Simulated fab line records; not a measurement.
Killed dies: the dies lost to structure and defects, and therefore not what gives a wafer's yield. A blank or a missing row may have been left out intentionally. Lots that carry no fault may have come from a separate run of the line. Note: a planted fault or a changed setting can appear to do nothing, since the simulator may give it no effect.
fab line records	flow n5-finfet
[record] lots = 4	wafers = 12	last-day = 16
route steps=1938 shown STI_FIN_REVEAL@202 DUMMY_GATE@212 BEOL_M4@1111 PASSIVATION@1936
lots that met no fault: taken from a fault-free run of the same line
start-h: the number of hours between the record's first day and the start of the first shown wafer of the lot	wait-h: time in hours since the lot's previous step	" same as the row above	L1.1+2: a row that stands for several wafers	- no value present, or no start provided	* or withheld: withheld	< > ~ a bound
route shown NAME@n: names a module that has steps shown in the file, with the first one's number in the route	usual: average and standard deviation across the fault-free wafers	same: alike in all rows	chamber/n: place in a boat	sites: each site's reading	_std_site: the standard deviation of these	_edge_site: mean of outer sites minus mean of inner sites	radius-mm: for every site, how far away it sits from the centre of the wafer	mask NAME#n: copy n	behind: the most recent tool/chamber to have shaped the wafer	hold: why the lot went on hold/how many hours it stayed there/how the hold came to an end	device: the n, p or np transistor that did not switch	end of line: at the end of the route, the tests of the same wafers	a step with no rows: only its recipe	killed: count of dies lost to structure and defects at first sort (not the wafer's yield)	map: a wafer's dies, x killed, . not, _ none there
set.NAME: the setting the step ran with; set.NAME@STEP: the setting that earlier step ran with	model.NAME: the simulator's own value behind a step, which no gauge read
certain route steps with their lots: each step a table, each wafer a row
services: a tool's chamber out of use, with start hour (start-h, from the record's first day; less than 0 if before it), hours out, and reason
[[steps]]
[step N5_STI_FIN_REVEAL_STRIP_35]
[recipe] chemistry = H3PO4	material = Si3N4	temp-c = 165	target-depth-a = 40	time-s = 39
[step N5_STI_FIN_REVEAL_SRD_21]
[recipe] dry = ipa-marangoni	time-s = 30	temp-c = 23	rinse-liquid = diw
[step N5_STI_FIN_REVEAL_OXIDATION_33]
[recipe] chemistry = O2_PLASMA_REMOTE	temp-c = 150	time-s = 20	pressure-mtorr = 1000	source-power-w = 2000	o2-flow-sccm = 3000
[step N5_STI_FIN_REVEAL_CLEAN_19]
[recipe] chemistry = O3/DIW	temp-c = 25	time-s = 120	o3-ppm = 10
[step N5_STI_FIN_REVEAL_SRD_23]
[recipe] dry = ipa-marangoni	time-s = 30	temp-c = 23	rinse-liquid = diw
[step N5_STI_FIN_REVEAL_PRECLEAN_18]
[recipe] chemistry = SC2	time-s = 45	temp-c = 35	mix = 1:1:50
[step N5_STI_FIN_REVEAL_SRD_28]
[recipe] dry = ipa-marangoni	time-s = 30	temp-c = 23	rinse-liquid = diw
[step N5_DUMMY_GATE_PRECLEAN_00]
[recipe] chemistry = O3/DIW	time-s = 60	temp-c = 22	o3-ppm = 10
[step N5_DUMMY_GATE_SRD_01]
[recipe] time-s = 30	temp-c = 23	rinse-liquid = diw	dry = ipa-marangoni
[step N5_DUMMY_GATE_ALD_02]
[recipe] material = SiO2	target-thk-a = 20	temp-c = 300	ald-precursor-family = BDEAS	ald-co-reactant = O2-plasma	pulse-time-s = 1	pressure-torr = 2
[usual] heater-power-w = 432/55	precursor-pulse-height-rel = 1.001/0.02
lot.wafer	tool	chamber	start-h	wait-h	heater-power-w	precursor-pulse-height-rel	model.SiO2_of_DUMMY_GATE_ALD_02.thk-nm
L902.2	ald-sin-03	2	72.31	0.1	362	1.025	2
L902.4	"	3	"	"	387	1.017	2
L902.5	"	2	"	"	365	1.009	2
L905.3	ald-sin-03	3	90.80	0.0	384	0.990	3
L905.5	"	0	"	"	513	0.982	2
L905.6	"	1	"	"	460	1.016	2
L907.1	ald-sin-03	3	108.31	0.3	382	1.021	2
L907.3	"	0	"	"	511	0.974	3
L907.5	"	2	"	"	371	0.994	2
L916.1	ald-sin-01	3	157.55	0.0	401	0.977	2
L916.5	"	2	"	"	475	0.994	2
L916.6	"	1	"	"	521	1.037	2
[step N5_DUMMY_GATE_CVD_03]
[recipe] material = a-Si	target-thk-a = 1500	temp-c = 530	precursor = SiH4	time-s = 8042
[step N5_DUMMY_GATE_PRECLEAN_46]
[recipe] chemistry = DIW	time-s = 89.5	temp-c = 23
[step N5_DUMMY_GATE_SRD_47]
[recipe] dry-time-s = 32	dry = n2-spin	spin-rpm = 1500
[step N5_DUMMY_GATE_CMP_04]
[recipe] material = a-Si	post-cmp-clean = alkaline-brush
[step N5_DUMMY_GATE_HM_DEP_06]
[recipe] material = SiNx	target-thk-a = 800	precursor = DCS/NH3	temp-c = 700	pressure-mtorr = 300	time-s = 5141
[step N5_DUMMY_GATE_PECVD_30]
[recipe] material = SiO2	target-thk-a = 550	temp-c = 400	precursor = TEOS/O2	pressure-torr = 6.5	rf-w = withheld	teos-flow-sccm = withheld	gas = O2	flow-sccm = 2650	time-s = 10.8
[step N5_DUMMY_GATE_COAT_34]
[recipe] resist = SOC	temp-c = 250	time-s = 60	spin-rpm = 1500	resist-thk-nm = 60
[step N5_DUMMY_GATE_COAT_35]
[recipe] resist = SiARC	temp-c = 220	time-s = 60	spin-rpm = 1500	resist-thk-nm = 10
[step N5_DUMMY_GATE_COAT_28]
[recipe] resist = underlayer	temp-c = 205	time-s = 60	spin-rpm = 1500	resist-thk-nm = 10
[step N5_DUMMY_GATE_COAT_09]
[recipe] resist = CAR-EUV	spin-rpm = 1500	resist-thk-nm = 30
[step N5_DUMMY_GATE_EBR_11]
[recipe] solvent = PGMEA	ebr-width-mm = 1.5
[step N5_DUMMY_GATE_SOFTBAKE_10]
[recipe] temp-c = 110	time-s = 60	resist = CAR-EUV
[step N5_DUMMY_GATE_EXPOSE_12]
[recipe] mask-id = GATE	na = 0.33	source-shape = annular	sigma-inner = 0.2	sigma-outer = 0.6	polarization = unpolarized	target-cd-nm = 25	dose-mj = 34
[step N5_DUMMY_GATE_PEB_13]
[recipe] peb-temp-c = 100	peb-time-s = 60	resist = CAR-EUV
[step N5_DUMMY_GATE_DEVELOP_14]
[recipe] develop-time-s = 30	developer = TMAH	resist = CAR-EUV	rinse-liquid = surfactant-rinse	dry = air-spin	dev-temp-c = 23
[step N5_DUMMY_GATE_DESCUM_20]
[recipe] chemistry = O2	time-s = 6.2	source-power-w = 50	bias-power-w = 20	pressure-mtorr = 20	rf-frequency-hz = 2.712e+07	temp-c = 40	resist = CAR-EUV	o2-flow-sccm = 225
[step N5_DUMMY_GATE_ETCH_29]
[recipe] chemistry = N2/H2	target = underlayer	target-depth-a = 130	ion-energy-ev = 200	pressure-mtorr = 30	source-w = 840	bias-w = 150	n2-flow-sccm = 200	h2-flow-sccm = 200
[step N5_DUMMY_GATE_ETCH_36]
[recipe] chemistry = CF4	target = SiARC	target-depth-a = 130	pressure-mtorr = 40	source-w = 545	bias-w = 36	Ar_flow_sccm = 100	cf4-flow-sccm = 100	ion-energy-ev = 80
[step N5_DUMMY_GATE_ETCH_37]
[recipe] chemistry = N2/H2	target = SOC	target-depth-a = 600	overetch-a = 300	temp-c = 40	ion-energy-ev = 200	pressure-mtorr = 30	source-w = 840	bias-w = 150	n2-flow-sccm = 200	h2-flow-sccm = 200
[step N5_DUMMY_GATE_STRIP_38]
[recipe] chemistry = N2/H2	temp-c = 40	n2-flow-sccm = 200	h2-flow-sccm = 200	rf-frequency-hz = 6e+07
[step N5_DUMMY_GATE_STRIP_39]
[recipe] chemistry = N2/H2	temp-c = 40	n2-flow-sccm = 200	h2-flow-sccm = 200	rf-frequency-hz = 6e+07
[step N5_DUMMY_GATE_TRIM_49]
[recipe] chemistry = O2	resist = SOC	time-s = 29	target-cd-nm = 14	source-power-w = 300	bias-power-w = 0	O2_flow_sccm = 100	temp-c = 20
[step N5_DUMMY_GATE_STRIP_40]
[recipe] chemistry = CF4	resist = SiARC	power-w = 300	bias-power-w = 75	pressure-mtorr = 50	cf4-flow-sccm = 150	rf-frequency-hz = 6e+07
[step N5_DUMMY_GATE_ETCH_31]
[recipe] chemistry = C4F6/O2	target = SiO2	mask-material = SOC	target-depth-a = 825	time-s = 27.5	ion-energy-ev = 250	pressure-mtorr = 30	source-w = 345	bias-w = 185	Ar_flow_sccm = 300	C4F6_flow_sccm = 10	O2_flow_sccm = 10
[step N5_BEOL_M4_RC_MEAS_101]
[usual] DIBL_N = 36.3/1	DIBL_P = 36.2/1.4	EOT_N = 10.56/0.079	EOT_P = 10.50/0.083	IGATE_N = 0.0120/0.0013	IGATE_P = 0.0036/0.00041	IOFF_N = 0.157/0.021	IOFF_N_85C = 3.1/0.35	IOFF_N_LIN = 0.073/0.0083	IOFF_P = 0.206/0.025	IOFF_P_85C = 3.6/0.37	IOFF_P_LIN = 0.099/0.01	ION_N = 673/9	ION_P = 461/6.4	SS_N = 71.5/0.5	SS_P = 73.2/0.47	VT_N = 249.9/2.4	VT_N_LVT = 98.2/2.7	VT_P = -250.6/2.9	VT_P_LVT = -98.8/2.6
lot.wafer	tool	chamber	start-h	wait-h	DIBL_N[mV/V]	DIBL_P[mV/V]	EOT_N	EOT_P	IGATE_N[nA/um]	IGATE_P[nA/um]	IOFF_N[nA/um]	IOFF_N_85C[nA/um]	IOFF_N_LIN[nA/um]	IOFF_P[nA/um]	IOFF_P_85C[nA/um]	IOFF_P_LIN[nA/um]	ION_N[uA/um]	ION_P[uA/um]	SS_N[mV/dec]	SS_P[mV/dec]	VT_N[mV]	VT_N_LVT[mV]	VT_P[mV]	VT_P_LVT[mV]
L902.2	prober-01	0	201.70	0.2	38.3	36.8	10.62	10.56	0.0117	0.0036	0.173	3.3	0.078	0.210	3.5	0.098	677	462	71.7	73.0	248.6	96.7	-252.0	-99.5
L902.4	"	0	"	"	37.3	36.1	10.51	10.46	0.0134	0.0041	0.155	3.0	0.072	0.206	3.5	0.098	684	468	71.7	73.3	248.2	98.9	-249.6	-99.9
L902.5	"	0	"	"	37.6	37.2	10.56	10.47	0.0127	0.0039	0.176	3.4	0.081	0.225	3.7	0.104	683	464	71.7	73.3	246.7	95.5	-250.1	-100.5
L905.3	prober-02	0	211.57	0.3	47.2	49.1	15.15	14.97	0.0001	0.0000	0.460	7.3	0.201	0.509	7.5	0.232	621	418	73.3	76.4	236.8	86.1	-240.8	-90.2
L905.5	"	0	"	"	35.6	35.5	10.36	10.40	0.0146	0.0043	0.149	2.8	0.068	0.183	3.2	0.088	675	462	71.3	73.5	248.9	99.7	-252.8	-102.5
L905.6	"	0	"	"	35.9	35.8	10.45	10.34	0.0140	0.0040	0.148	2.8	0.068	0.178	3.1	0.085	672	452	71.0	72.6	251.5	99.2	-255.5	-102.9
L907.1	prober-01	0	233.89	0.0	36.4	36.5	10.54	10.29	0.0133	0.0040	0.167	3.3	0.078	0.216	3.8	0.106	683	464	71.9	72.3	247.8	96.9	-248.5	-97.1
L907.3	"	0	"	"	45.3	47.1	15.08	15.03	0.0001	0.0000	0.349	6.1	0.172	0.458	7.0	0.232	609	425	73.1	75.4	240.1	88.8	-240.2	-87.5
L907.5	"	0	"	"	37.2	37.3	10.51	10.45	0.0135	0.0041	0.179	3.5	0.084	0.237	4.1	0.114	681	470	71.3	73.4	247.5	95.2	-245.6	-95.8
L916.1	prober-01	0	287.14	0.7	35.0	35.7	10.49	10.41	0.0127	0.0038	0.142	2.9	0.067	0.211	3.6	0.105	672	465	71.1	73.6	251.9	100.1	-249.7	-96.7
L916.5	"	0	"	"	34.8	34.8	10.43	10.31	0.0153	0.0046	0.135	2.8	0.062	0.197	3.4	0.099	663	460	71.2	72.9	253.0	101.2	-250.3	-98.3
L916.6	"	0	"	"	34.8	35.1	10.49	10.40	0.0130	0.0039	0.132	2.8	0.063	0.201	3.5	0.101	666	462	71.5	73.0	251.2	101.0	-251.1	-98.0
[step N5_PASSIVATION_PROBE_49]
[usual] defect-limited-yield = 91.1/1.3	killed_at_M0_to_M3 = 36/10	killed_at_M4_up = 14/4.4	killed-at-contacts = 14/5.7	killed-at-front-end = 39/9.4	killed-at-other = 2.9/2.6	killed-dies = 105/15	killed-open = 70/12	killed-short = 34/7.1	sort_bin_4_leakage = 0/0	sort_bin_5_function = 5.3/0.77	sort_bin_6_memory = 3.3/0.66	sort_bin_8_speed = 0.00/0.007	sort-n-pass = 1075/15	sort-yield-pct = 91.1/1.3
[same] gross-dies = 1180	killed-at-back-side = 0
lot.wafer	tool	chamber	start-h	wait-h	defect-limited-yield[%]	killed_at_M0_to_M3	killed_at_M4_up	killed-at-contacts	killed-at-front-end	killed-at-other	killed-dies	killed-open	killed-short	sort_bin_4_leakage[%]	sort_bin_5_function[%]	sort_bin_6_memory[%]	sort_bin_8_speed[%]	sort-n-pass	sort-yield-pct[%]
L902.2	prober-02	-	303.62	0.1	89.5	45	21	18	34	6	124	86	37	0	5.9	4.4	0	1056	89.5
L902.4	prober-02	-	303.72	0.2	91.4	29	13	24	31	4	101	67	32	0	5.0	3.3	0	1079	91.4
L902.5	prober-02	-	303.77	0.2	90.7	41	14	24	31	0	110	74	35	0	5.0	4.0	0	1070	90.7
L905.3	prober-02	-	315.34	0.1	91.6	37	9	10	42	1	99	58	40	39.32	5.3	2.8	37.12	179	15.2
L905.5	prober-02	-	315.44	0.2	92.5	33	6	7	38	4	88	52	35	0	4.5	2.5	0	1092	92.5
L905.6	prober-02	-	315.49	0.3	90.2	46	12	18	39	1	116	65	50	0	5.3	4.4	0	1064	90.2
L907.1	prober-02	-	323.88	0.0	91.6	37	12	5	37	8	99	72	26	0	5.5	2.6	0	1081	91.6
L907.3	prober-02	-	323.98	0.1	90.9	38	9	16	36	8	107	75	32	3.05	4.2	4.7	84.58	39	3.3
L907.5	prober-02	-	324.08	0.2	92.0	36	11	10	27	10	94	46	47	0	4.7	2.8	0	1086	92.0
L916.1	prober-02	-	390.17	0.0	90.5	36	17	18	41	0	112	71	38	0	5.8	3.4	0	1068	90.5
L916.5	prober-02	-	390.37	0.2	89.8	38	10	33	39	0	120	87	33	0	5.5	4.4	0	1060	89.8
L916.6	prober-02	-	390.42	0.3	90.5	55	11	15	31	0	112	75	36	0	5.4	3.6	0	1068	90.5
// killed by level:class
L902.2 MOL_CONTACT_COAG:geometric-particle:open=15 BEOL_M0_SAQP:geometric-particle:open=15 BEOL_M0_SAQP:geometric-particle:short=14 BEOL_M4:geometric-particle:open=13 STI_FIN_REVEAL:geometric-particle:open=11 FIN_SAQP:geometric-particle:short=6 FIN_SAQP:geometric-particle:open=4 BEOL_M1:geometric-particle:open=4
L902.4 MOL_CONTACT_COAG:geometric-particle:open=22 FIN_SAQP:geometric-particle:short=10 BEOL_M0_SAQP:geometric-particle:open=8 BEOL_M3:geometric-particle:open=8 FIN_SAQP:geometric-particle:open=6 STI_FIN_REVEAL:geometric-particle:open=5 BEOL_M0_SAQP:geometric-particle:short=4 BEOL_M1:geometric-particle:open=4
L902.5 MOL_CONTACT_COAG:geometric-particle:open=18 BEOL_M0_SAQP:geometric-particle:open=13 BEOL_M0_SAQP:geometric-particle:short=13 FIN_SAQP:geometric-particle:short=7 FIN_SAQP:geometric-particle:open=6 STI_FIN_REVEAL:geometric-particle:open=6 MOL_CONTACT_COAG:geometric-particle:short=6 BEOL_M0:geometric-particle:open=5
L905.3 BEOL_M0_SAQP:geometric-particle:open=10 FIN_SAQP:geometric-particle:short=9 BEOL_M0_SAQP:geometric-particle:short=9 BEOL_M3:geometric-particle:open=8 MOL_CONTACT_COAG:geometric-particle:open=8 GATE_CUT:geometric-particle:short=7 STI_FIN_REVEAL:geometric-particle:open=6 BEOL_M4:geometric-particle:open=6
L905.5 BEOL_M0_SAQP:geometric-particle:open=11 FIN_SAQP:geometric-particle:short=10 STI_FIN_REVEAL:geometric-particle:open=7 BEOL_M0_SAQP:geometric-particle:short=7 BEOL_M2:geometric-particle:open=6 MOL_CONTACT_COAG:geometric-particle:open=5 STARTING-WAFER:geometric-particle:open=5 FIN_SAQP:geometric-particle:open=4
L905.6 FIN_SAQP:geometric-particle:short=14 MOL_CONTACT_COAG:geometric-particle:open=14 BEOL_M0_SAQP:geometric-particle:open=11 BEOL_M0_SAQP:geometric-particle:short=11 BEOL_M3:geometric-particle:open=11 FIN_SAQP:geometric-particle:open=8 GATE_CUT:geometric-particle:short=8 STI_FIN_REVEAL:geometric-particle:open=6
L907.1 STI_FIN_REVEAL:geometric-particle:open=10 BEOL_M1:geometric-particle:open=9 STARTING-WAFER:geometric-particle:open=8 BEOL_M2:geometric-particle:open=7 BEOL_M3:geometric-particle:open=7 BEOL_M0_SAQP:geometric-particle:short=6 BEOL_M0_SAQP:geometric-particle:open=5 BEOL_M5:geometric-particle:open=5
L907.3 MOL_CONTACT_COAG:geometric-particle:open=14 BEOL_M0_SAQP:geometric-particle:open=10 STI_FIN_REVEAL:geometric-particle:open=9 BEOL_M0_SAQP:geometric-particle:short=7 FIN_SAQP:geometric-particle:open=6 BEOL_M1:geometric-particle:open=6 BEOL_M2:geometric-particle:open=6 FIN_SAQP:geometric-particle:short=5
L907.5 BEOL_M0_SAQP:geometric-particle:short=11 BEOL_M2:geometric-particle:open=11 FIN_SAQP:geometric-particle:short=6 MOL_CONTACT_COAG:geometric-particle:open=6 BEOL_M3:geometric-particle:open=6 STI_FIN_REVEAL:geometric-particle:open=5 STARTING-WAFER:geometric-particle:short=5 PASS1_CAP:geometric-particle:short=4
L916.1 MOL_CONTACT_COAG:geometric-particle:open=15 BEOL_M0_SAQP:geometric-particle:short=11 BEOL_M0_SAQP:geometric-particle:open=11 FIN_SAQP:geometric-particle:open=9 BEOL_M4:geometric-particle:open=9 FIN_SAQP:geometric-particle:short=7 BEOL_M2:geometric-particle:open=5 ILD0:geometric-particle:open=4
L916.5 MOL_CONTACT_COAG:geometric-particle:open=26 STI_FIN_REVEAL:geometric-particle:open=15 BEOL_M1:geometric-particle:open=13 BEOL_M0_SAQP:geometric-particle:open=9 MOL_CONTACT_COAG:geometric-particle:short=7 BEOL_M2:geometric-particle:open=6 BEOL_M0_SAQP:geometric-particle:short=5 FIN_SAQP:geometric-particle:open=4
L916.6 BEOL_M0_SAQP:geometric-particle:open=16 MOL_CONTACT_COAG:geometric-particle:open=12 BEOL_M0:geometric-particle:open=10 BEOL_M0_SAQP:geometric-particle:short=9 FIN_SAQP:geometric-particle:open=7 BEOL_M2:geometric-particle:open=7 GATE_CUT:geometric-particle:short=6 FIN_SAQP:geometric-particle:short=5
// map L905.6 (x killed, . not)
_________________............________________
______________..x..............._____________
___________..x................x....__________
__________xx....x..x.x...........x.._________
________.......x..x..................._______
_______..x........x............x.......______
______....................x........x...._____
_____............x.x.....x............x..____
____....x........x...x.........x.x......xx___
___..x.....................................__
___..xx.........x...............xx..x......__
__....x....x.........x.................x...._
__...x................x..x......x.....xx...._
_................x.......x........x.....x....
_........x...x..........................x....
_......x.x......x................x.xx........
_..x.x.......................................
_.x.....x..........x........................x
_......x..........x...x...x..................
_...x..........x.x...........................
_...x...............................x....x...
__..............xx...........x........x....._
__......................x.....x...xx........_
___...x........x.xx........................__
___............................xx.........x__
____x..............x...........x......x...___
_____...........x..x.............x.......____
______...........................x......_____
_______.....xx......x......x..........x______
________....x.....x..................._______
__________......x..........x...x...._________
___________x..............x...x....__________
______________.xx....x.....x.x.._____________
_________________........x..x________________
// map L907.3 (x killed, . not)
_________________x...........________________
______________.................x_____________
___________.................x.x....__________
__________.....x..x..x........x....x_________
________...........x...............x.._______
_______..x.x......................x.x..______
______.x................................_____
_____.x..............x...................____
____...............................x......___
___..x.............x..........x............__
___...xx..........xx.................x.....__
__x.......x.........x...x...x...........x..._
__..............x...x.........x............._
_..x..x.......xx.............................
_..x.........x...xx...........x..............
_..............x.....x.......................
_.............................x..x........x..
_.....x.........................x....x.x.x..x
_........x...x.....................x.........
_..xx.x...........x......................x...
_.....xx..........x.........x.....x.x........
__......................x...x..x............_
__...........x........................x....._
___........x......x.x..............x.....x.__
___..x.......x................x............__
____..................xx..........xx.x....___
_____..x..........................x......____
______........xx.x..x....xx............x_____
_______................................______
________.............x.x.............._______
__________..x..x.xx....x............_________
___________..........x.............__________
______________..x....x.........._____________
_________________............________________
[[services]]
tool	chamber	start-h	hours	kind
ald-sin-01	-	85.25	14.0	pm
ald-sin-01	0	85.25	14.0	vent-cycle
ald-sin-01	1	85.25	14.0	vent-cycle
ald-sin-01	2	85.25	14.0	vent-cycle
ald-sin-01	3	85.25	14.0	vent-cycle
ald-sin-01	0	99.25	-	clean
ald-sin-01	1	99.25	-	clean
ald-sin-01	2	99.25	-	clean
ald-sin-01	3	99.25	-	clean
ald-sin-01	1	125.40	1.6	repair
[[key]]
[first-sign] step = N5_BEOL_M4_RC_MEAS_101	reading = EOT_N	direction = up	sigmas = 57	usual = 10.56	struck = 15.11
[effect] step = N5_BEOL_M4_RC_MEAS_101	reading = EOT_P	direction = up	sigmas = 54	usual = 10.50	struck = 15.00
[effect] step = N5_BEOL_M4_RC_MEAS_101	reading = IOFF_N_LIN	direction = up	sigmas = 14	usual = 0.073	struck = 0.187
[effect] step = N5_BEOL_M4_RC_MEAS_101	reading = IOFF_P_LIN	direction = up	sigmas = 13	usual = 0.099	struck = 0.232
[effect] step = N5_BEOL_M4_RC_MEAS_101	reading = IOFF_N	direction = up	sigmas = 12	usual = 0.157	struck = 0.404
[effect] step = N5_BEOL_M4_RC_MEAS_101	reading = IOFF_P	direction = up	sigmas = 11	usual = 0.206	struck = 0.483
[effect] step = N5_BEOL_M4_RC_MEAS_101	reading = IOFF_N_85C	direction = up	sigmas = 10	usual = 3.1	struck = 6.7
[effect] step = N5_BEOL_M4_RC_MEAS_101	reading = IOFF_P_85C	direction = up	sigmas = 9.8	usual = 3.6	struck = 7.3
[effect] step = N5_BEOL_M4_RC_MEAS_101	reading = DIBL_N	direction = up	sigmas = 9.7	usual = 36.3	struck = 46.3
[effect] step = N5_BEOL_M4_RC_MEAS_101	reading = IGATE_N	direction = down	sigmas = 9	usual = 0.0120	struck = 0.0001
[effect] step = N5_BEOL_M4_RC_MEAS_101	reading = IGATE_P	direction = down	sigmas = 8.7	usual = 0.0036	struck = 0.0000
[effect] step = N5_BEOL_M4_RC_MEAS_101	reading = DIBL_P	direction = up	sigmas = 8.3	usual = 36.2	struck = 48.1
[effect] step = N5_PASSIVATION_PROBE_49	reading = sort_bin_8_speed	direction = up	sigmas = 99+	usual = 0.00	struck = 60.85
[model-effect] step = N5_DUMMY_GATE_ALD_02	value = SiO2_of_DUMMY_GATE_ALD_02.thk-nm	without = 2	struck = 3
met-at N5_DUMMY_GATE_ALD_02
struck-wafers L905.3,L907.3
onset-between 72.31 90.80
[fault] kind = process-parameter-drift	tool = ald-sin-03	chamber = -	onset-h = 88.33	steps = N5_DUMMY_GATE_ALD_02	channel = target-thk-a	offset = *	shape = step	end-h = 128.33	scope = struck-wafers-only	acts-in = *	stated = *
